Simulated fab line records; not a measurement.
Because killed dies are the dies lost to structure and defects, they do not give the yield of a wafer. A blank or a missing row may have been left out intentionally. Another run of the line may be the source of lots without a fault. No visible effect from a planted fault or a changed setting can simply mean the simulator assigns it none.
Split-lot experiment | flow n5Finfet | 7 lots, 21 wafers read, on a route of 1938 steps

THE SPLIT
At N5_DUMMY_GATE_CVD_03 (deposits a-Si from SiH4, target thk 150 nm, time 8042 s), the setting tempC was moved away from the recipe's 530 C on 9 of the 21 wafers read, by -1.1% to +3.5%. All remaining wafers had this setting at the recipe value.

The split's own step is where the reading is taken.

THE READING
a-Si_of_DUMMY_GATE_CVD_03.thkNm (the simulator's own value, which no gauge read), in nm, at N5_DUMMY_GATE_CVD_03 (deposits a-Si from SiH4, target thk 150 nm, time 8042 s). No usual value for it is given in the file. Across the 12 wafers here that went through the recipe, the average is 149.8 nm and the standard deviation 1.6 nm.

wafer  | tool, chamber at the split | tempC as run, C | against the recipe | a-Si_of_DUMMY_GATE_CVD_03.thkNm, nm | against lot-mates on the recipe
L080.1 | -, -                       | 530             | recipe             | 148.4                               | -
L080.5 | -, -                       | 530             | recipe             | 148.4                               | -
L080.2 | -, -                       | 530             | recipe             | 149                                 | -
L081.1 | -, -                       | 524             | -1.1%              | 127                                 | no lot-mate on the recipe
L081.3 | -, -                       | 524             | -1.1%              | 125                                 | no lot-mate on the recipe
L081.4 | -, -                       | 524             | -1.1%              | 126.8                               | no lot-mate on the recipe
L090.1 | -, -                       | 530             | recipe             | 146.6                               | -
L090.5 | -, -                       | 530             | recipe             | 149                                 | -
L090.6 | -, -                       | 530             | recipe             | 148.8                               | -
L091.2 | lpcvd-01, 1/70             | 530             | recipe             | 150.8                               | -
L091.5 | lpcvd-01, 1/84             | 530             | recipe             | 150.4                               | -
L091.6 | lpcvd-01, 1/89             | 530             | recipe             | 151.8                               | -
L093.2 | -, -                       | 548.8           | +3.5%              | 250.8                               | no lot-mate on the recipe
L093.5 | -, -                       | 548.8           | +3.5%              | 250.8                               | no lot-mate on the recipe
L093.6 | -, -                       | 548.8           | +3.5%              | 251.6                               | no lot-mate on the recipe
L096.1 | -, -                       | 538.2           | +1.5%              | 189                                 | no lot-mate on the recipe
L096.2 | -, -                       | 538.2           | +1.5%              | 187.6                               | no lot-mate on the recipe
L096.3 | -, -                       | 538.2           | +1.5%              | 188.4                               | no lot-mate on the recipe
L097.2 | -, -                       | 530             | recipe             | 151.8                               | -
L097.4 | -, -                       | 530             | recipe             | 151.2                               | -
L097.6 | -, -                       | 530             | recipe             | 151.2                               | -

FIT RESULTS
A straight line over all 21 wafers: a-Si_of_DUMMY_GATE_CVD_03.thkNm changes by +27.1 nm for each +1% of tempC; r = +1.00; the points scatter about the line by 3.7 nm.
Too few moved wafers have a lot-mate on the recipe to fit a line with each lot's own level taken away.

FILE'S OWN FIT
a-Si_of_DUMMY_GATE_CVD_03.thkNm changes by +27.1 nm for each +1% of tempC, r = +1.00.
